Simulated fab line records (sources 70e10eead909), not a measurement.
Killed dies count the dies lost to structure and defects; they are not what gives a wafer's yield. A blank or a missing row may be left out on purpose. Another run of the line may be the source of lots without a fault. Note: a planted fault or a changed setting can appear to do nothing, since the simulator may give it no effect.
Struck lot and sound lot, side by side ; flow nand harc ; 17 out of 1302 route steps
Sound: the wafers L799.3, L799.4, L799.5. The struck wafers were L792.1, L792.3, L792.4. The cause comes at the end.
Order at every step that has rows: each side's tool, ch and its chambers, its first start. Under that, the readings that differ: sound wafers ; struck wafers ; difference of the means ; sigmas: that difference in standard deviations of wafers without a fault.
alike: readings whose means differ by less than 2 such deviations, and words and numbers that are the same on both sides. not compared: withheld readings, readings that some wafer has no value for, bounds like >300 that may hide the same value, and numbers for which the record gives no deviation and whose values overlap.
Wherever a step has rows on one side only, a row that says differs or no value, or a row with sigmas, the two part there. When numbers do not overlap yet have no deviation, they are printed without sigmas and do not part them. A reading that every wafer of one side lacks parts them only if that side has two wafers or more.

NHARC_P_ZERO_WELL_CD_MEAS_24 targets a cd of 720 nm.
  sound on cd sem-01 ch 0, day 10 06:28; struck on cd sem-01 ch 0, day 7 08:35
  alike: cd nm
then, 1 step without rows for these wafers: NHARC_P_ZERO_WELL_HARDBAKE_25 (time 80 s).
NHARC_P_ZERO_WELL_DESCUM_26: chemistry O2, time 3 s.
  sound on rie diel-12 ch 1,3, day 10 06:40; struck on rie diel-13 ch 1,2,3, day 7 08:45
  alike: drypump motor current A, oes product au, rf vpp V, showerhead plenum p Torr, throttle valve pct
  not compared: rf hours counter h
then, 9 steps without rows for these wafers: NHARC_P_ZERO_WELL_IMPLANT_27; NHARC_P_ZERO_WELL_IMPLANT_57; NHARC_P_ZERO_WELL_IMPLANT_58; NHARC_P_ZERO_WELL_STRIP_28 (strips in SPM, time 840 s); NHARC_P_ZERO_WELL_DEHYDRATE_29 (time 120 s); NHARC_P_ZERO_WELL_HMDS_30 (time 30 s); NHARC_P_ZERO_WELL_COAT_31; NHARC_P_ZERO_WELL_SOFTBAKE_32 (time 95 s); NHARC_P_ZERO_WELL_EBR_33.
NHARC_P_ZERO_WELL_EXPOSE_34: exposes mask P PWELL, target cd 720 nm.
  sound on krf scanner-01 ch 0, day 10 08:00; struck on krf scanner-02 ch 0, day 7 09:57
reading;sound;struck;difference;sigmas
exposure dose mJ cm2;22.323 22.297 22.332;21.480 21.483 21.482;-0.836;-42
  alike: mask
then, 2 steps without rows for these wafers: NHARC_P_ZERO_WELL_PEB_35 (peb time 85 s); NHARC_P_ZERO_WELL_DEVELOP_36 (time 70 s).
NHARC_P_ZERO_WELL_CD_MEAS_37 targets a cd of 720 nm.
  sound on cd sem-02 ch 0, day 10 08:09; struck on cd sem-01 ch 0
reading;sound;struck;difference;sigmas
cd nm (nm);721.8 722.4 721.0;714.3 714.1 714.3;-7.5;-6
  not compared: hold
then, 1 step without rows for these wafers: NHARC_END_SORT_01.

WHERE THEY PART
First at NHARC_P_ZERO_WELL_EXPOSE_34; last, within this record, at NHARC_P_ZERO_WELL_CD_MEAS_37.

WHY: whatever the simulator had introduced
Process parameters drifting: krf scanner-02 at NHARC_P_ZERO_WELL_EXPOSE_34, beginning at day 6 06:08. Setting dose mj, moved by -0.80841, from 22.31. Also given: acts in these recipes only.
